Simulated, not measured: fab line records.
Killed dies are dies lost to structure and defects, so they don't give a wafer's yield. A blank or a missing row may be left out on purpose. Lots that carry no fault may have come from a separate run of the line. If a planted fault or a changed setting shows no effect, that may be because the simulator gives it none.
Chamber matching :: flow n5 finfet :: N5_ILD0_LINER_00 on ald sin-04: 4 sister chambers
The step material SiNx, target thk 4 nm, pulse time 1 s, purge time 2 s. 4 wafers are shown with their chamber, then 7 later ones without.

== WAFERS PAIRED WITH THEIR CHAMBERS ==
wafer: L082.2
chamber: 2
heater power w (W): 731

wafer: L082.5
chamber: 1
heater power w (W): 821

wafer: L084.1
chamber: 3
heater power w (W): 908

wafer: L084.2
chamber: 0
heater power w (W): 877

== WAFERS WITHOUT THEIR CHAMBER ==
wafer: L084.4
heater power w (W): 822

wafer: L085.2
heater power w (W): 821

wafer: L085.3
heater power w (W): 744

wafer: L085.5
heater power w (W): 745

wafer: L097.1
heater power w (W): 925

wafer: L097.3
heater power w (W): 749

wafer: L097.5
heater power w (W): 749

== CHAMBER TAKEN BY EACH ==
wafer: L084.4
from the rows above: 1
in truth: 1

wafer: L085.2
from the rows above: 1
in truth: 1

wafer: L085.3
from the rows above: 2
in truth: 2

wafer: L085.5
from the rows above: 2
in truth: 2

wafer: L097.1
from the rows above: 3
in truth: 3

wafer: L097.3
from the rows above: 2
in truth: 2

wafer: L097.5
from the rows above: 2
in truth: 2
Correctly placed: 7 of 7. Number that these rows cannot place: 0. Number placed wrongly: 0.
How it was worked out, from the rows above alone: a wafer's distance from a chamber is the root of the sum, over the readings, of the square of ((its reading less the chamber's mean) divided by the reading's scatter). The wafer belongs to the nearest chamber; if the next one is less than 2 further off, it can't be placed. For every chamber, the mean is computed from those of its wafers that are shown. The scatter: with one shown wafer a chamber, the root of the mean of the squares of how far each hidden wafer lies from its nearest shown one.
